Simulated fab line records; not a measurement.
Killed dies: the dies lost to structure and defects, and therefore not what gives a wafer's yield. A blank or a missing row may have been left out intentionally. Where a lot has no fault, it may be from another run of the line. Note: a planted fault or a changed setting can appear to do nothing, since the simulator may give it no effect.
What tool caused it? :: flow n5 finfet :: 11 lots with 33 wafers sampled at 4 steps, on a route of 1938 steps

== WHAT THE GAUGES READ, wafer by wafer ==
N5_PASSIVATION_CD_MEAS_44: the cd target is 40000 nm.
lot: L550
measured: day 12 15:08
on: cd sem-03
cd nm (nm): 40001 40000 40001

lot: L552
measured: day 12 10:07
on: cd sem-03
cd nm (nm): 39997 40002 40003

lot: L551
measured: day 12 16:38
on: cd sem-03
cd nm (nm): 40003 40001 40002

lot: L553
measured: day 13 07:37
on: cd sem-02
cd nm (nm): 40000 40001 39994

lot: L555
measured: day 13 18:19
on: cd sem-01
cd nm (nm): 40004 40000 40002

lot: L561
measured: day 15 17:23
on: cd sem-02
cd nm (nm): 40002 40004 40005

lot: L567
measured: day 15 23:28
on: cd sem-03
cd nm (nm): 39992 40001 40001

lot: L566
measured: day 16 04:11
on: cd sem-03
cd nm (nm): 40005 40006 40000

lot: L570
measured: day 17 06:02
on: cd sem-02
cd nm (nm): 39997 39998 39994

lot: L573
measured: day 18 01:17
on: cd sem-03
cd nm (nm): 39996 39995 39996

lot: L572
measured: day 17 23:49
on: cd sem-03
cd nm (nm): 39997 39997 39999

== TOOL THAT RAN EACH LOT (tool first, then ch and the chambers of the sampled wafers, then the start) ==
lot: L550
N5_BEOL_M4_SPUTTER_81: pvd sputter-02, day 8 05:07
N5_PASSIVATION_AL_DEP_21: pvd sputter-01, day 12 12:26
N5_PASSIVATION_DESCUM_32: rie diel-06 ch 0,2,3, day 12 13:20

lot: L552
N5_BEOL_M4_SPUTTER_81: pvd sputter-03, day 8 08:32
N5_PASSIVATION_AL_DEP_21: pvd sputter-01, day 12 07:47
N5_PASSIVATION_DESCUM_32: rie diel-06 ch 0,1,3, day 12 08:28

lot: L551
N5_BEOL_M4_SPUTTER_81: pvd sputter-01, day 8 13:26
N5_PASSIVATION_AL_DEP_21: pvd sputter-02, day 12 14:23
N5_PASSIVATION_DESCUM_32: rie diel-02 ch 0,1,2, day 12 14:56

lot: L553
N5_BEOL_M4_SPUTTER_81: pvd sputter-03, day 8 19:10
N5_PASSIVATION_AL_DEP_21: pvd sputter-02, day 13 05:17
N5_PASSIVATION_DESCUM_32: rie diel-02 ch 1,2,3, day 13 05:50

lot: L555
N5_BEOL_M4_SPUTTER_81: pvd sputter-03, day 9 07:26
N5_PASSIVATION_AL_DEP_21: pvd sputter-03, day 13 15:54
N5_PASSIVATION_DESCUM_32: rie diel-02 ch 2,3, day 13 16:40

lot: L561
N5_BEOL_M4_SPUTTER_81: pvd sputter-03, day 11 04:27
N5_PASSIVATION_AL_DEP_21: pvd sputter-02, day 15 15:06
N5_PASSIVATION_DESCUM_32: rie diel-02 ch 0,1,2, day 15 15:40

lot: L567
N5_BEOL_M4_SPUTTER_81: pvd sputter-01, day 11 14:08
N5_PASSIVATION_AL_DEP_21: pvd sputter-02, day 15 20:58
N5_PASSIVATION_DESCUM_32: rie diel-06 ch 0,1,2, day 15 21:40

lot: L566
N5_BEOL_M4_SPUTTER_81: pvd sputter-01, day 11 17:10
N5_PASSIVATION_AL_DEP_21: pvd sputter-01, day 16 00:49
N5_PASSIVATION_DESCUM_32: rie diel-06 ch 0,2, day 16 01:54

lot: L570
N5_BEOL_M4_SPUTTER_81: pvd sputter-02, day 12 22:15
N5_PASSIVATION_AL_DEP_21: pvd sputter-03, day 17 03:34
N5_PASSIVATION_DESCUM_32: rie diel-06 ch 1,2, day 17 04:14

lot: L573
N5_BEOL_M4_SPUTTER_81: pvd sputter-01, day 13 19:26
N5_PASSIVATION_AL_DEP_21: pvd sputter-02, day 17 22:51
N5_PASSIVATION_DESCUM_32: rie diel-03 ch 0,2, day 17 23:38

lot: L572
N5_BEOL_M4_SPUTTER_81: pvd sputter-03, day 13 19:33
N5_PASSIVATION_AL_DEP_21: pvd sputter-03, day 17 21:31
N5_PASSIVATION_DESCUM_32: rie diel-06 ch 0,1,2, day 17 22:10
- N5_BEOL_M4_SPUTTER_81: material Cu, target thk 4.5 nm, time 8.29 s.
- N5_PASSIVATION_AL_DEP_21: deposits Al, target thk 2800 nm, time 170 s.
- N5_PASSIVATION_DESCUM_32: chemistry O2, time 7.9 s.

== WHAT THE TOOLS THEMSELVES READ (means of the sampled wafers that have a number; where no wafer has one, the mark that the record gives instead) ==
N5_BEOL_M4_SPUTTER_81.
lot: L550
tool: pvd sputter-02
chuck gas flow sccm (sccm): 1.25
substrate temp c (C): -19.99
throttle valve pct (%): 29.9

lot: L552
tool: pvd sputter-03
chuck gas flow sccm (sccm): 1.29
substrate temp c (C): -19.97
throttle valve pct (%): 29.5

lot: L551
tool: pvd sputter-01
chuck gas flow sccm (sccm): 1.27
substrate temp c (C): -20.02
throttle valve pct (%): 30.4

lot: L553
tool: pvd sputter-03
chuck gas flow sccm (sccm): 1.32
substrate temp c (C): -19.94
throttle valve pct (%): 30.0

lot: L555
tool: pvd sputter-03
chuck gas flow sccm (sccm): 1.29
substrate temp c (C): -20.04
throttle valve pct (%): 29.9

lot: L561
tool: pvd sputter-03
chuck gas flow sccm (sccm): 1.30
substrate temp c (C): -19.97
throttle valve pct (%): 29.8

lot: L567
tool: pvd sputter-01
chuck gas flow sccm (sccm): 1.26
substrate temp c (C): -20.03
throttle valve pct (%): 30.3

lot: L566
tool: pvd sputter-01
chuck gas flow sccm (sccm): 1.28
substrate temp c (C): -20.04
throttle valve pct (%): 30.1

lot: L570
tool: pvd sputter-02
chuck gas flow sccm (sccm): 1.26
substrate temp c (C): -19.94
throttle valve pct (%): 29.9

lot: L573
tool: pvd sputter-01
chuck gas flow sccm (sccm): 1.29
substrate temp c (C): -20.07
throttle valve pct (%): 30.1

lot: L572
tool: pvd sputter-03
chuck gas flow sccm (sccm): 1.29
substrate temp c (C): -20.15
throttle valve pct (%): 30.6

N5_PASSIVATION_AL_DEP_21.
lot: L550
tool: pvd sputter-01
substrate temp c (C): 399.94
throttle valve pct (%): 30.3

lot: L552
tool: pvd sputter-01
substrate temp c (C): 400.13
throttle valve pct (%): 30.2

lot: L551
tool: pvd sputter-02
substrate temp c (C): 399.72
throttle valve pct (%): 30.0

lot: L553
tool: pvd sputter-02
substrate temp c (C): 400.10
throttle valve pct (%): 30.3

lot: L555
tool: pvd sputter-03
substrate temp c (C): 400.04
throttle valve pct (%): 29.9

lot: L561
tool: pvd sputter-02
substrate temp c (C): 400.17
throttle valve pct (%): 29.9

lot: L567
tool: pvd sputter-02
substrate temp c (C): 400.07
throttle valve pct (%): 30.3

lot: L566
tool: pvd sputter-01
substrate temp c (C): 400.07
throttle valve pct (%): 29.9

lot: L570
tool: pvd sputter-03
substrate temp c (C): 400.12
throttle valve pct (%): 29.9

lot: L573
tool: pvd sputter-02
substrate temp c (C): 399.87
throttle valve pct (%): 30.1

lot: L572
tool: pvd sputter-03
substrate temp c (C): 399.96
throttle valve pct (%): 29.4

N5_PASSIVATION_DESCUM_32.
lot: L550
tool: rie diel-06
drypump motor current A (A): 5.8
oes product au (a.u.): 0.78
rf vpp V (V): 243.2
showerhead plenum p Torr (Torr): 2.12
throttle valve pct (%): 20.34

lot: L552
tool: rie diel-06
drypump motor current A (A): 5.5
oes product au (a.u.): 0.72
rf vpp V (V): 242.6
showerhead plenum p Torr (Torr): 2.07
throttle valve pct (%): 20.57

lot: L551
tool: rie diel-02
drypump motor current A (A): 5.6
oes product au (a.u.): 0.79
rf vpp V (V): 244.8
showerhead plenum p Torr (Torr): 2.09
throttle valve pct (%): 20.35

lot: L553
tool: rie diel-02
drypump motor current A (A): 5.6
oes product au (a.u.): 0.79
rf vpp V (V): 243.2
showerhead plenum p Torr (Torr): 2.08
throttle valve pct (%): 20.51

lot: L555
tool: rie diel-02
drypump motor current A (A): 5.5
oes product au (a.u.): 0.79
rf vpp V (V): 242.4
showerhead plenum p Torr (Torr): 2.05
throttle valve pct (%): 20.61

lot: L561
tool: rie diel-02
drypump motor current A (A): 5.6
oes product au (a.u.): 0.93
rf vpp V (V): 243.0
showerhead plenum p Torr (Torr): 2.08
throttle valve pct (%): 20.17

lot: L567
tool: rie diel-06
drypump motor current A (A): 5.9
oes product au (a.u.): 0.82
rf vpp V (V): 243.2
showerhead plenum p Torr (Torr): 2.14
throttle valve pct (%): 20.43

lot: L566
tool: rie diel-06
drypump motor current A (A): 6.0
oes product au (a.u.): 0.74
rf vpp V (V): 244.4
showerhead plenum p Torr (Torr): 2.16
throttle valve pct (%): 20.50

lot: L570
tool: rie diel-06
drypump motor current A (A): 6.0
oes product au (a.u.): 0.86
rf vpp V (V): 243.4
showerhead plenum p Torr (Torr): 2.15
throttle valve pct (%): 20.31

lot: L573
tool: rie diel-03
drypump motor current A (A): 5.7
oes product au (a.u.): 0.75
rf vpp V (V): 241.1
showerhead plenum p Torr (Torr): 1.99
throttle valve pct (%): 20.32

lot: L572
tool: rie diel-06
drypump motor current A (A): 5.8
oes product au (a.u.): 0.89
rf vpp V (V): 243.2
showerhead plenum p Torr (Torr): 2.13
throttle valve pct (%): 20.30

== THE ANSWER, worked out from the rows above alone ==
Rule: usual is defined by the lots themselves. The widest of any qualifying gaps counts: lots, ordered by their means at a reading, are off when they make up no more than a third of the lots, leave a main group of 4 or more, and stand apart from it by 3 or more times the standard deviation of that group's means. A main group is skipped when, at the precision printed for the reading in the tables above, its means are all equal. A lot without any number at a reading at which 4 lots or more have one is off too. Where the step has rows for the other lots, those lots are counted as sound. After the gauges, taken in route order, come the tools' own readings; for these a lot's mean is taken, as printed above. At the first step where some lot is off, the reading lying furthest off is the one used; lots without a number count as furthest.
Across all readings shown, no lot is off: no conclusion can be drawn from this.

== WHAT THE SIMULATOR PUT IN ==
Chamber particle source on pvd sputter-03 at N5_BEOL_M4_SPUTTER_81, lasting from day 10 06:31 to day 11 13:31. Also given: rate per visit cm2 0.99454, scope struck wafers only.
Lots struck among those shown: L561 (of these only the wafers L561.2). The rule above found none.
